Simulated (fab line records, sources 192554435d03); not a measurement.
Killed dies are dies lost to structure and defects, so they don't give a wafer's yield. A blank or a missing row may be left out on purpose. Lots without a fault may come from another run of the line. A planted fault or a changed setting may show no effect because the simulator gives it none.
fab line records | flow n5_finfet
record lots=5 wafers=15 last_day=17
route steps=1938 shown BEOL_M7@1302
lots that met no fault: from a run of the same line without faults
start_h: hours from the record's first day to the start of the lot's first wafer shown | wait_h: hours since the lot's step before | " the same as in the row above | L1.1+2: a row that stands for several wafers | - no value, or no start given | * or withheld: withheld | < > ~ a bound
route shown NAME@n: a module of which the file shows steps, and the number in the route of the first | usual: mean/standard deviation of fault-free wafers | same: alike in all rows | chamber/n: place in a boat | sites: the reading at each site | _std_site: their standard deviation | _edge_site: outer sites' mean less inner sites' | radius_mm: how far each site lies from the wafer's centre | mask NAME#n: copy n | behind: the tool/chamber that last shaped the wafer | hold: why the lot was held/for how many hours/how that ended | device: the transistor (n, p or np) that didn't switch | end of line: the same wafers' tests at the end of the route | a step without rows: its recipe alone | killed: dies lost to structure and defects at the first sort, not the wafer's yield | map: a wafer's dies, x killed, . not, _ none there
set.NAME: the setting as run; set.NAME@STEP: as run at that earlier step | model.NAME: the simulator's own value behind a step, which no gauge read
lots at some steps of the route; a table a step, a row a wafer
services: from which hour (start_h, from the record's first day; less than 0 if before it) a tool's chamber was out of use, for how many hours, and why
## steps
# step N5_BEOL_M7_ETCH_66
# recipe chemistry=N2/H2 target=SOC target_depth_a=800 overetch_a=160 mask_material=SiARC temp_c=40 time_s=120 ion_energy_ev=200 pressure_mtorr=30 source_w=840 bias_w=150 n2_flow_sccm=200 h2_flow_sccm=200
# usual chamber_pressure_mTorr=30.003/0.026 drypump_motor_current_A=5.54/0.26 n2_flow_sccm=200.0/0.64 oes_product_au=0.61/0.064 rf_fwd_power_W=835.2/2.8 rf_vpp_V=524.3/2.4 showerhead_plenum_p_Torr=2.56/0.082 temp_c=39.99/0.12 throttle_valve_pct=17.73/0.26
# columns lot.wafer tool chamber start_h wait_h chamber_pressure_mTorr drypump_motor_current_A n2_flow_sccm oes_product_au rf_fwd_power_W rf_hours_counter_h rf_vpp_V showerhead_plenum_p_Torr temp_c throttle_valve_pct
L077.1 rie_diel-01 3 201.65 0.0 29.971 5.16 200.2 0.65 833.4 61 525.6 2.57 39.85 17.85
L077.4 " 1 " " 30.002 5.47 200.5 0.75 835.9 7 525.8 2.60 40.02 17.31
L077.6 " 2 " " 29.997 5.79 200.2 0.52 836.8 - 525.4 2.60 39.92 18.21
L082.3 rie_diel-01 3 237.56 0.0 29.989 5.16 200.3 0.63 832.8 72 524.0 2.57 39.96 17.85
L082.4 " 3 " " 30.007 5.15 200.0 0.64 830.9 - 524.8 2.57 39.92 17.86
L082.5 " 0 " " 30.030 5.45 200.1 0.57 835.7 - 520.1 2.43 40.12 17.89
L088.2 rie_diel-01 0 298.16 0.0 29.992 5.41 200.1 0.56 832.1 187 520.1 2.42 39.96 17.91
L088.3 " 1 " " 29.985 5.48 200.5 0.70 838.2 35 523.4 2.59 39.94 17.36
L088.6 " 3 " " 29.976 5.17 199.3 0.63 836.2 - 524.5 2.56 40.07 17.88
L093.2 rie_diel-01 0 328.92 0.0 29.984 5.42 199.0 0.56 829.5 197 520.6 2.42 40.10 17.94
L093.3 " 2 " " 29.991 5.74 200.9 0.69 835.1 20 525.9 2.59 40.00 17.82
L093.5 " 3 " " 29.994 5.16 199.6 0.62 832.8 - 525.4 2.55 40.09 17.90
L095.1 rie_diel-02 1 336.36 0.0 30.015 5.65 199.7 0.60 835.1 109 521.2 2.46 40.09 17.84
L095.2 " 2 " " 29.988 5.84 199.2 0.60 841.2 124 525.0 2.56 40.11 17.38
L095.4 " 3 " " 29.981 5.36 200.3 0.56 839.0 202 521.2 2.41 39.93 17.92
# step N5_BEOL_M7_STRIP_69
# recipe chemistry=N2/H2 temp_c=40 n2_flow_sccm=200 h2_flow_sccm=200 rf_frequency_hz=6e+07
# columns lot.wafer tool chamber start_h wait_h
L077.1+4+6 rie_diel-01 3,1,2 201.73 0.0
L082.3+4+5 rie_diel-01 3,3,0 237.64 0.0
L088.2+3+6 rie_diel-01 0,1,3 298.24 0.0
L093.2+3+5 rie_diel-01 0,2,3 329.00 0.0
L095.1+2+4 rie_diel-02 1,2,3 336.44 0.0
# step N5_BEOL_M7_STRIP_73
# recipe chemistry=N2/H2 temp_c=40 n2_flow_sccm=200 h2_flow_sccm=200 rf_frequency_hz=6e+07
# columns lot.wafer tool chamber start_h wait_h
L077.1+4+6 rie_diel-01 3,1,2 201.74 0.0
L082.3+4+5 rie_diel-01 3,3,0 237.65 0.0
L088.2+3+6 rie_diel-01 0,1,3 298.25 0.0
L093.2+3+5 rie_diel-01 0,2,3 329.01 0.0
L095.1+2+4 rie_diel-02 1,2,3 336.45 0.0
# step N5_BEOL_M7_VIA_ETCH_34
# recipe chemistry=C4F6/O2 target=SiCOH_lowk target_depth_a=1255 mask_material=SOC taper_deg=4 time_s=50.5 ion_energy_ev=250 pressure_mtorr=30 source_w=345 bias_w=185 Ar_flow_sccm=300 C4F6_flow_sccm=10 O2_flow_sccm=10
# usual chamber_pressure_mTorr=30.000/0.027 drypump_motor_current_A=5.54/0.26 oes_f_703_au=0.80/0.08 oes_product_au=0.80/0.087 rf_fwd_power_W=341.3/1.5 rf_vpp_V=663/15 showerhead_plenum_p_Torr=2.87/0.098 throttle_valve_pct=20.84/0.29
# columns lot.wafer tool chamber start_h wait_h chamber_pressure_mTorr drypump_motor_current_A oes_f_703_au oes_product_au rf_fwd_power_W rf_hours_counter_h rf_vpp_V showerhead_plenum_p_Torr throttle_valve_pct
L077.1 rie_diel-01 3 201.75 0.0 30.017 5.17 0.81 0.83 340.2 61 661 2.90 21.19
L077.4 " 1 " " 30.000 5.51 0.98 0.97 342.5 7 666 2.91 20.40
L077.6 " 2 " " 30.038 5.76 0.67 0.68 341.1 - 679 2.94 21.49
L082.3 rie_diel-01 3 237.66 0.0 29.985 5.14 0.79 0.83 340.5 72 663 2.89 21.20
L082.4 " 3 " " 29.998 5.17 0.80 0.83 340.9 - 662 2.90 21.22
L082.5 " 0 " " 30.018 5.42 0.78 0.75 342.0 - 637 2.72 20.93
L088.2 rie_diel-01 0 298.26 0.0 30.014 5.41 0.76 0.73 341.5 188 638 2.71 20.97
L088.3 " 1 " " 30.002 5.48 0.92 0.92 341.5 35 665 2.90 20.42
L088.6 " 3 " " 30.010 5.14 0.78 0.80 341.3 - 660 2.89 21.23
L093.2 rie_diel-01 0 329.02 0.0 30.063 5.44 0.75 0.73 341.9 197 638 2.71 20.98
L093.3 " 2 " " 29.998 5.72 0.89 0.91 343.4 20 679 2.93 21.16
L093.5 " 3 " " 30.033 5.16 0.77 0.79 338.5 - 659 2.88 21.26
L095.1 rie_diel-02 1 336.46 0.0 30.020 5.67 0.81 0.79 341.1 109 671 2.73 20.86
L095.2 " 2 " " 30.010 5.85 0.78 0.79 342.8 124 687 2.84 20.42
L095.4 " 3 " " 30.032 5.34 0.74 0.73 340.3 202 656 2.70 20.93
# step N5_BEOL_M7_STRIP_76
# recipe chemistry=C4F6/O2 resist=SiARC rf_frequency_hz=6e+07
# columns lot.wafer tool chamber start_h wait_h
L077.1+4+6 rie_diel-01 3,1,2 201.79 0.0
L082.3+4+5 rie_diel-01 3,3,0 237.70 0.0
L088.2+3+6 rie_diel-01 0,1,3 298.31 0.0
L093.2+3+5 rie_diel-01 0,2,3 329.06 0.0
L095.1+2+4 rie_diel-02 1,2,3 336.50 0.0
# step N5_BEOL_M7_STRIP_36
# recipe chemistry=N2/H2 power_w=450 temp_c=40 pressure_mtorr=20 rf_frequency_hz=6e+07 overash_fraction=0.3 bias_power_w=7 h2_frac=0.5 n2_flow_sccm=200 h2_flow_sccm=200
# usual chamber_pressure_mTorr=20.006/0.029 drypump_motor_current_A=5.54/0.26 n2_flow_sccm=200.0/0.55 oes_product_au=0.80/0.089 rf_vpp_V=59.2/1.5 showerhead_plenum_p_Torr=2.55/0.082 temp_c=40.01/0.11 throttle_valve_pct=23.52/0.3
# columns lot.wafer tool chamber start_h wait_h chamber_pressure_mTorr drypump_motor_current_A n2_flow_sccm oes_product_au rf_hours_counter_h rf_vpp_V showerhead_plenum_p_Torr temp_c throttle_valve_pct
L077.1 rie_diel-01 3 201.80 0.0 19.961 5.17 200.5 0.86 61 59.8 2.57 39.96 23.51
L077.4 " 1 " " 20.007 5.50 200.5 0.97 7 57.0 2.60 39.92 23.12
L077.6 " 2 " " 19.961 5.77 199.8 0.68 - 60.1 2.60 40.04 23.93
L082.3 rie_diel-01 3 237.71 0.0 20.037 5.16 200.1 0.84 72 58.1 2.56 39.94 23.52
L082.4 " 3 " " 19.987 5.18 200.4 0.84 - 63.0 2.56 39.90 23.51
L082.5 " 0 " " 20.058 5.43 199.7 0.74 - 59.2 2.42 40.04 23.71
L088.2 rie_diel-01 0 298.32 0.0 19.967 5.42 199.5 0.73 188 58.7 2.42 39.91 23.75
L088.3 " 1 " " 20.010 5.47 199.6 0.91 35 58.9 2.59 39.98 23.16
L088.6 " 3 " " 19.969 5.16 200.2 0.81 - 57.0 2.55 40.03 23.57
L093.2 rie_diel-01 0 329.07 0.0 20.019 5.45 200.3 0.72 197 58.3 2.41 39.73 23.75
L093.3 " 2 " " 20.010 5.76 199.4 0.92 20 57.4 2.58 39.96 23.64
L093.5 " 3 " " 19.986 5.16 200.9 0.82 - 61.7 2.55 39.92 23.56
L095.1 rie_diel-02 1 336.51 0.0 20.003 5.68 200.1 0.77 109 57.3 2.45 39.94 23.68
L095.2 " 2 " " 20.008 5.84 200.3 0.80 124 61.9 2.55 40.07 23.00
L095.4 " 3 " " 19.975 5.34 200.5 0.72 202 57.2 2.41 39.96 23.66
# step N5_BEOL_M7_TRENCH_ETCH_37
# recipe chemistry=C4F6/O2 target_depth_a=934.78 target=SiCOH_lowk time_s=31.2 ion_energy_ev=250 pressure_mtorr=30 source_w=345 bias_w=185 Ar_flow_sccm=300 C4F6_flow_sccm=10 O2_flow_sccm=10
# usual chamber_pressure_mTorr=29.999/0.027 drypump_motor_current_A=5.54/0.26 oes_f_703_au=0.80/0.081 oes_product_au=0.80/0.087 rf_fwd_power_W=339.9/1.9 rf_vpp_V=663/15 showerhead_plenum_p_Torr=2.87/0.098 throttle_valve_pct=20.88/0.29
# columns lot.wafer tool chamber start_h wait_h chamber_pressure_mTorr drypump_motor_current_A oes_f_703_au oes_product_au rf_fwd_power_W rf_hours_counter_h rf_vpp_V showerhead_plenum_p_Torr throttle_valve_pct
L077.1 rie_diel-01 3 - - 30.056 5.15 0.82 0.84 336.6 61 661 2.90 21.23
L077.4 " 1 " " 30.006 5.50 0.98 0.98 342.1 7 666 2.91 20.44
L077.6 " 2 " " 30.004 5.71 0.67 0.67 341.5 - 680 2.94 21.51
L082.3 rie_diel-01 3 - - 29.986 5.16 0.80 0.82 337.7 72 662 2.89 21.27
L082.4 " 3 " " 29.979 5.17 0.80 0.82 337.8 - 661 2.90 21.24
L082.5 " 0 " " 29.982 5.42 0.78 0.74 339.6 - 639 2.72 20.96
L088.2 rie_diel-01 0 - - 29.964 5.42 0.76 0.73 340.8 188 639 2.71 20.99
L088.3 " 1 " " 29.963 5.49 0.92 0.90 342.9 35 665 2.90 20.47
L088.6 " 3 " " 30.007 5.15 0.79 0.79 336.0 - 660 2.89 21.27
L093.2 rie_diel-01 0 - - 29.999 5.44 0.76 0.73 339.6 197 638 2.71 21.00
L093.3 " 2 " " 29.994 5.79 0.89 0.92 343.4 20 678 2.93 21.18
L093.5 " 3 " " 30.008 5.16 0.77 0.78 336.5 - 660 2.88 21.26
L095.1 rie_diel-02 1 - - 30.003 5.65 0.81 0.80 340.4 109 674 2.73 20.91
L095.2 " 2 " " 30.042 5.84 0.78 0.79 341.5 124 688 2.84 20.43
L095.4 " 3 " " 30.025 5.34 0.74 0.72 338.7 202 655 2.70 20.94
# step N5_BEOL_M7_ETCH_41
# recipe chemistry=CH3F/O2 target=SiCN target_depth_a=319 taper_deg=2 time_s=57.8 ion_energy_ev=120 mask_material=TiN pressure_mtorr=30 source_w=395 bias_w=75 Ar_flow_sccm=150 CH3F_flow_sccm=30 O2_flow_sccm=20
# usual chamber_pressure_mTorr=29.997/0.026 drypump_motor_current_A=5.53/0.26 oes_product_au=0.80/0.087 rf_fwd_power_W=391.2/1.8 rf_vpp_V=297.6/1.5 showerhead_plenum_p_Torr=2.01/0.071 throttle_valve_pct=16.27/0.27
# columns lot.wafer tool chamber start_h wait_h chamber_pressure_mTorr drypump_motor_current_A oes_product_au rf_fwd_power_W rf_hours_counter_h rf_vpp_V showerhead_plenum_p_Torr throttle_valve_pct
L077.1 rie_diel-01 3 - - 29.988 5.14 0.83 389.7 61 298.4 2.04 16.54
L077.4 " 1 " " 29.990 5.48 0.98 389.9 7 298.2 2.05 15.82
L077.6 " 2 " " 29.972 5.74 0.67 394.2 - 298.5 2.07 16.89
L082.3 rie_diel-01 3 - - 29.994 5.13 0.83 389.6 72 296.8 2.03 16.57
L082.4 " 3 " " 29.995 5.13 0.83 389.1 - 298.3 2.03 16.55
L082.5 " 0 " " 29.993 5.43 0.74 390.0 - 294.7 1.91 16.38
L088.2 rie_diel-01 0 - - 30.027 5.41 0.73 392.0 188 296.9 1.90 16.41
L088.3 " 1 " " 30.007 5.46 0.90 392.3 35 298.8 2.04 15.87
L088.6 " 3 " " 30.004 5.18 0.81 390.5 - 297.7 2.03 16.58
L093.2 rie_diel-01 0 - - 30.016 5.40 0.73 390.1 197 295.8 1.90 16.45
L093.3 " 2 " " 30.015 5.74 0.91 393.7 20 297.7 2.06 16.47
L093.5 " 3 " " 30.007 5.14 0.78 388.8 - 297.8 2.02 16.59
L095.1 rie_diel-02 1 - - 30.015 5.67 0.79 390.7 109 294.9 1.92 16.32
L095.2 " 2 " " 30.003 5.83 0.79 389.5 124 297.5 2.00 15.93
L095.4 " 3 " " 30.004 5.33 0.72 390.3 202 295.4 1.89 16.39
# step N5_BEOL_M7_STRIP_80
# recipe chemistry=N2/H2 time_s=10 power_w=450 temp_c=40 pressure_mtorr=20 rf_frequency_hz=6e+07 bias_power_w=7 n2_flow_sccm=200 h2_flow_sccm=200
# usual chamber_pressure_mTorr=20.001/0.02 drypump_motor_current_A=5.54/0.26 n2_flow_sccm=200.0/0.59 oes_product_au=0.80/0.089 rf_vpp_V=59.4/0.87 showerhead_plenum_p_Torr=2.55/0.082 temp_c=40.00/0.11 throttle_valve_pct=23.52/0.3
# columns lot.wafer tool chamber start_h wait_h chamber_pressure_mTorr drypump_motor_current_A n2_flow_sccm oes_product_au rf_hours_counter_h rf_vpp_V showerhead_plenum_p_Torr temp_c throttle_valve_pct
L077.1 rie_diel-01 3 - - 20.006 5.15 200.3 0.85 61 58.9 2.57 39.99 23.52
L077.4 " 1 " " 19.990 5.48 200.3 0.99 7 60.3 2.60 40.05 23.10
L077.6 " 2 " " 20.008 5.74 198.9 0.68 - 59.8 2.60 40.03 23.91
L082.3 rie_diel-01 3 - - 20.022 5.16 200.4 0.83 72 59.6 2.56 40.07 23.51
L082.4 " 3 " " 19.963 5.16 201.1 0.84 - 59.4 2.56 40.16 23.51
L082.5 " 0 " " 20.006 5.43 199.9 0.74 - 59.5 2.42 39.92 23.71
L088.2 rie_diel-01 0 - - 19.962 5.44 199.8 0.73 188 58.9 2.42 40.33 23.75
L088.3 " 1 " " 19.996 5.47 200.7 0.91 35 59.8 2.59 39.98 23.14
L088.6 " 3 " " 19.975 5.19 199.9 0.80 - 59.7 2.55 39.93 23.54
L093.2 rie_diel-01 0 - - 19.996 5.41 200.5 0.72 197 59.0 2.41 39.79 23.75
L093.3 " 2 " " 19.983 5.75 200.2 0.92 20 59.4 2.58 40.01 23.63
L093.5 " 3 " " 19.991 5.17 201.1 0.81 - 59.4 2.55 40.00 23.56
L095.1 rie_diel-02 1 - - 20.024 5.68 200.5 0.78 109 58.6 2.45 39.83 23.65
L095.2 " 2 " " 20.012 5.86 200.4 0.79 124 59.8 2.55 39.97 22.99
L095.4 " 3 " " 19.994 5.35 199.8 0.72 202 59.6 2.41 39.89 23.63
# step N5_BEOL_M7_OCD_MEAS_38
# usual trench_depth_nm=93.3/1.4
# columns lot.wafer tool chamber start_h wait_h trench_depth_nm
L077.1 ocd-02 - 202.00 - 92.2
L077.4 " - " " 95.2
L077.6 " - " " 92.5
L082.3 ocd-01 - 237.91 - 91.3
L082.4 " - " " 91.6
L082.5 " - " " 92.1
L088.2 ocd-02 - 298.51 - 91.9
L088.3 " - " " 92.9
L088.6 " - " " 89.8
L093.2 ocd-02 - 329.27 - 92.1
L093.3 " - " " 94.3
L093.5 " - " " 90.3
L095.1 ocd-01 - 336.70 - 95.4
L095.2 " - " " 93.0
L095.4 " - " " 93.1
# step N5_BEOL_M7_HM_STRIP_39
# recipe chemistry=peroxide_tin_strip material=TiN target_depth_a=250 temp_c=50 time_s=158
# usual temp_c=50.00/0.11
# columns lot.wafer tool chamber start_h wait_h temp_c
L077.1 wet_bench-06 2 202.03 0.0 50.06
L077.4 " 6 " " 49.98
L077.6 " 5 " " 49.84
L082.3 wet_bench-02 6 237.94 0.0 49.87
L082.4 " 5 " " 49.94
L082.5 " 7 " " 50.13
L088.2 wet_bench-02 7 298.55 0.0 49.81
L088.3 " 0 " " 50.31
L088.6 " 4 " " 49.94
L093.2 wet_bench-06 4 329.30 0.0 50.19
L093.3 " 2 " " 50.02
L093.5 " 3 " " 49.89
L095.1 wet_bench-01 4 336.74 0.0 49.81
L095.2 " 0 " " 49.90
L095.4 " 7 " " 50.20
# step N5_BEOL_M7_SRD_40
# recipe time_s=30 temp_c=23 rinse_liquid=diw dry=ipa_marangoni
# usual temp_c=22.99/0.11
# columns lot.wafer tool chamber start_h wait_h temp_c
L077.1 wet_bench-06 2 202.08 0.0 22.89
L077.4 " 6 " " 23.06
L077.6 " 5 " " 23.05
L082.3 wet_bench-02 6 237.99 0.0 22.97
L082.4 " 5 " " 22.81
L082.5 " 7 " " 23.08
L088.2 wet_bench-02 7 298.60 0.0 23.21
L088.3 " 0 " " 22.96
L088.6 " 4 " " 22.89
L093.2 wet_bench-06 4 329.35 0.0 23.06
L093.3 " 2 " " 23.03
L093.5 " 3 " " 23.01
L095.1 wet_bench-01 4 336.78 0.0 22.82
L095.2 " 0 " " 22.74
L095.4 " 7 " " 23.09
# step N5_BEOL_M7_PRECLEAN_42
# recipe chemistry=residue_remover time_s=60 temp_c=40
# usual temp_c=40.00/0.13
# columns lot.wafer tool chamber start_h wait_h temp_c
L077.1 wet_bench-06 2 202.09 0.0 39.97
L077.4 " 6 " " 40.06
L077.6 " 5 " " 40.04
L082.3 wet_bench-02 6 238.00 0.0 39.91
L082.4 " 5 " " 39.71
L082.5 " 7 " " 40.06
L088.2 wet_bench-02 7 298.62 0.0 40.00
L088.3 " 0 " " 39.79
L088.6 " 4 " " 39.96
L093.2 wet_bench-06 4 329.37 0.0 40.05
L093.3 " 2 " " 40.23
L093.5 " 3 " " 40.14
L095.1 wet_bench-01 4 336.80 0.0 39.99
L095.2 " 0 " " 40.29
L095.4 " 7 " " 39.82
# step N5_BEOL_M7_SRD_43
# recipe time_s=30 temp_c=23 rinse_liquid=diw dry=ipa_marangoni
# usual temp_c=23.00/0.11
# columns lot.wafer tool chamber start_h wait_h temp_c
L077.1 wet_bench-06 2 202.11 0.0 23.06
L077.4 " 6 " " 22.97
L077.6 " 5 " " 23.05
L082.3 wet_bench-02 6 238.02 0.0 22.96
L082.4 " 5 " " 23.02
L082.5 " 7 " " 23.09
L088.2 wet_bench-02 7 298.63 0.0 23.14
L088.3 " 0 " " 23.08
L088.6 " 4 " " 22.99
L093.2 wet_bench-06 4 329.38 0.0 22.86
L093.3 " 2 " " 22.93
L093.5 " 3 " " 23.17
L095.1 wet_bench-01 4 336.82 0.0 22.97
L095.2 " 0 " " 23.15
L095.4 " 7 " " 22.88
# step N5_BEOL_M7_CD_MEAS_35
# recipe target_cd_nm=40 polarity=opening
# usual cd_nm=40.2/0.59
# columns lot.wafer tool chamber start_h wait_h cd_nm
L077.1 cd_sem-01 - 202.15 0.0 40.9
L077.4 " - " " 40.9
L077.6 " - " " 40.1
L082.3 cd_sem-01 - 238.06 0.0 40.1
L082.4 " - " " 40.0
L082.5 " - " " 40.7
L088.2 cd_sem-01 - 298.68 0.0 40.1
L088.3 " - " " 39.9
L088.6 " - " " 39.7
L093.2 cd_sem-03 - 329.42 0.0 39.9
L093.3 " - " " 40.0
L093.5 " - " " 41.1
L095.1 cd_sem-03 - 336.86 0.0 39.9
L095.2 " - " " 39.8
L095.4 " - " " 40.3
# step N5_BEOL_M7_CURE_75
# recipe temp_c=370 time_s=120 ambient=DMADMS/He material=SiCOH_lowk
# usual lamp_power_pct=52.31/0.049 wafer_temp_C_max=371.7/0.55
# columns lot.wafer tool chamber start_h wait_h lamp_power_pct wafer_temp_C_max
L077.1 uv_cure-01 1 202.19 0.0 52.24 371.1
L077.4 " 1 " " 52.32 370.7
L077.6 " 1 " " 52.36 371.0
L082.3 uv_cure-01 0 238.30 0.2 52.31 373.3
L082.4 " 0 " " 52.36 372.9
L082.5 " 0 " " 52.32 373.0
L088.2 uv_cure-01 1 298.87 0.2 52.28 370.8
L088.3 " 1 " " 52.33 371.2
L088.6 " 1 " " 52.34 371.0
L093.2 uv_cure-03 2 329.51 0.1 52.22 371.7
L093.3 " 2 " " 52.35 371.4
L093.5 " 2 " " 52.35 372.0
L095.1 uv_cure-03 0 336.90 0.0 52.28 371.8
L095.2 " 0 " " 52.36 371.7
L095.4 " 0 " " 52.36 372.1
# step N5_BEOL_M7_DEGAS_44
# recipe ambient=vacuum temp_c=250 time_s=60
# usual heater_power_w=331/25 susceptor_temp_C=249.98/0.19
# columns lot.wafer tool chamber start_h wait_h heater_power_w susceptor_temp_C
L077.1 pvd_sputter-01 - 205.68 3.4 305 250.14
L077.4 " - " " 326 249.96
L077.6 " - " " 312 249.97
L082.3 pvd_sputter-02 - 239.00 0.6 308 249.58
L082.4 " - " " 358 250.01
L082.5 " - " " 309 249.96
L088.2 pvd_sputter-03 - 299.17 0.3 306 250.29
L088.3 " - " " 370 249.74
L088.6 " - " " 361 250.11
L093.2 pvd_sputter-02 - 329.82 0.3 356 250.02
L093.3 " - " " 308 250.02
L093.5 " - " " 306 249.95
L095.1 pvd_sputter-03 - 337.27 0.3 386 249.80
L095.2 " - " " 310 249.97
L095.4 " - " " 307 250.06
# step N5_BEOL_M7_PRE_CLEAN_45
# recipe gas=H2/He time_s=30 temp_c=250
# usual heater_power_w=330/25 susceptor_temp_C=250.02/0.16
# columns lot.wafer tool chamber start_h wait_h heater_power_w susceptor_temp_C
L077.1 pvd_sputter-01 - 205.72 0.0 305 249.90
L077.4 " - " " 322 250.02
L077.6 " - " " 305 249.81
L082.3 pvd_sputter-02 - 239.04 0.0 306 249.93
L082.4 " - " " 349 250.27
L082.5 " - " " 312 250.30
L088.2 pvd_sputter-03 - 299.21 0.0 302 249.89
L088.3 " - " " 371 250.10
L088.6 " - " " 367 250.00
L093.2 pvd_sputter-02 - 329.86 0.0 345 250.09
L093.3 " - " " 310 249.71
L093.5 " - " " 304 250.21
L095.1 pvd_sputter-03 - 337.31 0.0 381 250.02
L095.2 " - " " 309 250.18
L095.4 " - " " 309 250.02
# step N5_BEOL_M7_ALD_77
# recipe material=TaN target_thk_a=20 temp_c=275 ald_precursor_family=PDMAT ald_co_reactant=NH3 pressure_torr=3 carrier_flow_sccm=1500 pulse_time_s=2 purge_time_s=3 co_reactant_purge_time_s=2 co_reactant_pulse_time_s=3 ald_cycles=40 precursor_vessel_temp_c=75 precursor_vessel_pressure_torr=26.25 precursor_vessel_carrier_sccm=1000
# usual heater_power_w=408/38 susceptor_temp_C=275.02/0.16
# columns lot.wafer tool chamber start_h wait_h heater_power_w since_wet_clean_h susceptor_temp_C
L077.1 ald_metal-02 1 205.78 0.0 347 1407 275.04
L077.4 " 2 " " 421 1407 275.02
L077.6 " 3 " " 432 - 275.10
L082.3 ald_metal-04 2 239.10 0.0 345 6056 274.98
L082.4 " 1 " " 418 6056 274.88
L082.5 " 2 " " 354 - 274.83
L088.2 ald_metal-02 0 299.29 0.1 426 1501 274.88
L088.3 " 3 " " 423 1501 274.87
L088.6 " 3 " " 421 - 275.09
L093.2 ald_metal-04 1 329.96 0.1 418 6147 275.10
L093.3 " 2 " " 354 6147 274.91
L093.5 " 3 " " 392 - 275.05
L095.1 ald_metal-01 3 337.39 0.1 402 3077 275.13
L095.2 " 0 " " 441 3077 274.99
L095.4 " 1 " " 490 3077 275.02
# step N5_BEOL_M7_SURFACE_TREAT_79
# recipe gas=Ar time_s=* ion_energy_ev=* ion_current_ma_cm2=0.5 pressure_mtorr=* ar_flow_sccm=30
# usual throttle_valve_pct=*
# columns lot.wafer tool chamber start_h wait_h throttle_valve_pct
L077.1 pvd_sputter-01 - 206.08 0.2 *
L077.4 " - " " *
L077.6 " - " " *
L082.3 pvd_sputter-01 - 241.05 1.8 *
L082.4 " - " " *
L082.5 " - " " *
L088.2 pvd_sputter-02 - 299.81 0.4 *
L088.3 " - " " *
L088.6 " - " " *
L093.2 pvd_sputter-03 - 330.24 0.2 *
L093.3 " - " " *
L093.5 " - " " *
L095.1 pvd_sputter-03 - 337.67 0.2 *
L095.2 " - " " *
L095.4 " - " " *
# step N5_BEOL_M7_CVD_78
# recipe material=Co target_thk_a=20 temp_c=withheld precursor=CCTBA/H2 pressure_torr=30 time_s=142.3
# columns lot.wafer tool chamber start_h wait_h since_wet_clean_h
L077.1 cvd_co-01 2 206.19 0.1 288
L077.4 " 1 " " -
L077.6 " 2 " " -
L082.3 cvd_co-01 0 241.13 0.1 782
L082.4 " 2 " " -
L082.5 " 0 " " -
L088.2 cvd_co-02 1 300.38 0.6 164
L088.3 " 2 " " 601
L088.6 " 1 " " -
L093.2 cvd_co-01 1 330.35 0.1 1309
L093.3 " 0 " " 872
L093.5 " 2 " " -
L095.1 cvd_co-02 1 337.98 0.3 201
L095.2 " 2 " " 639
L095.4 " 2 " " -
# step N5_BEOL_M7_SPUTTER_48
# recipe material=Cu target_thk_a=100 temp_c=-20 bias_v=60 power_w=26000 chamber_pressure_pa=0.13 time_s=1.667
# usual chuck_gas_flow_sccm=1.26/0.056 susceptor_temp_C=-20.00/0.1 throttle_valve_pct=29.9/0.98
# columns lot.wafer tool chamber start_h wait_h chuck_gas_flow_sccm susceptor_temp_C throttle_valve_pct
L077.1 pvd_sputter-03 - 206.58 0.3 1.37 -19.92 32.0
L077.4 " - " " 1.23 -19.99 29.8
L077.6 " - " " 1.27 -20.00 31.0
L082.3 pvd_sputter-01 - 241.33 0.2 1.20 -19.94 29.5
L082.4 " - " " 1.29 -20.20 30.7
L082.5 " - " " 1.17 -19.99 30.2
L088.2 pvd_sputter-01 - 300.50 0.1 1.15 -20.04 30.7
L088.3 " - " " 1.30 -19.92 29.6
L088.6 " - " " 1.31 -20.10 30.2
L093.2 pvd_sputter-02 - 330.51 0.1 1.31 -20.12 30.5
L093.3 " - " " 1.30 -20.00 28.9
L093.5 " - " " 1.23 -19.92 27.9
L095.1 pvd_sputter-03 - 338.37 0.3 1.33 -19.94 30.5
L095.2 " - " " 1.27 -19.99 29.9
L095.4 " - " " 1.23 -19.90 31.8
# step N5_BEOL_M7_ECD_50
# recipe material=Cu target_thk_a=3000
# columns lot.wafer tool chamber start_h wait_h
L077.1+4+6 ecd_cu-02 1,0,0 206.71 0.1
L082.3+4+5 ecd_cu-01 1,0,1 241.47 0.1
L088.2+3+6 ecd_cu-01 0,1,0 300.61 0.1
L093.2+3+5 ecd_cu-01 0,1,1 330.63 0.1
L095.1+2+4 ecd_cu-01 0,1,1 338.49 0.1
# step N5_BEOL_M7_ANNEAL_51
# recipe temp_c=225 time_s=90 ambient=N2
# usual anneal_temp_c_max=226.02/0.22 wafer_temp_C_max=225.94/0.25
# columns lot.wafer tool chamber start_h wait_h anneal_temp_c_max wafer_temp_C_max
L077.1 rtp_anneal-01 0 206.80 0.1 225.99 225.47
L077.4 " 0 " " 226.09 225.62
L077.6 " 0 " " 225.98 225.51
L082.3 rtp_anneal-02 0 241.89 0.4 225.96 225.98
L082.4 " 0 " " 225.90 225.98
L082.5 " 0 " " 226.19 225.91
L088.2 rtp_anneal-01 0 301.21 0.6 226.09 225.72
L088.3 " 0 " " 226.47 225.71
L088.6 " 0 " " 226.15 225.75
L093.2 rtp_anneal-02 0 330.97 0.3 226.17 226.07
L093.3 " 0 " " 226.00 225.84
L093.5 " 0 " " 226.44 226.22
L095.1 rtp_anneal-02 0 338.82 0.3 226.48 226.19
L095.2 " 0 " " 226.20 225.68
L095.4 " 0 " " 225.82 225.57
## services
# columns tool chamber start_h hours kind
ald_metal-02 0 187.53 3.4 repair
ald_metal-01 0 194.29 26.0 repair
ecd_cu-01 - 200.54 0.9 repair
cvd_co-02 - 208.14 2.8 pm
ecd_cu-02 - 226.53 2.3 repair
rie_diel-02 0 233.89 - clean
rie_diel-02 0 233.89 - consumable_replace:focus_ring
pvd_sputter-03 - 235.09 39.9 repair
rie_diel-01 2 235.33 5.0 repair
cvd_co-02 - 236.69 1.0 repair
ald_metal-02 - 238.45 1.0 repair
rie_diel-01 2 242.52 - clean
rie_diel-01 2 242.52 - consumable_replace:focus_ring
rie_diel-01 2 242.52 17.4 scheduled_down
rie_diel-01 2 242.52 17.4 vent_cycle
rie_diel-02 1 243.32 8.0 repair
ald_metal-01 1 248.51 5.8 repair
ald_metal-02 3 269.50 7.0 repair
ald_metal-01 1 273.46 1.7 repair
cvd_co-01 - 297.40 6.9 pm
wet_bench-06 - 302.24 1.5 repair
rie_diel-01 1 313.05 21.1 repair
rtp_anneal-02 - 313.88 7.3 pm
ald_metal-04 - 337.25 14.0 pm
## key
fault none
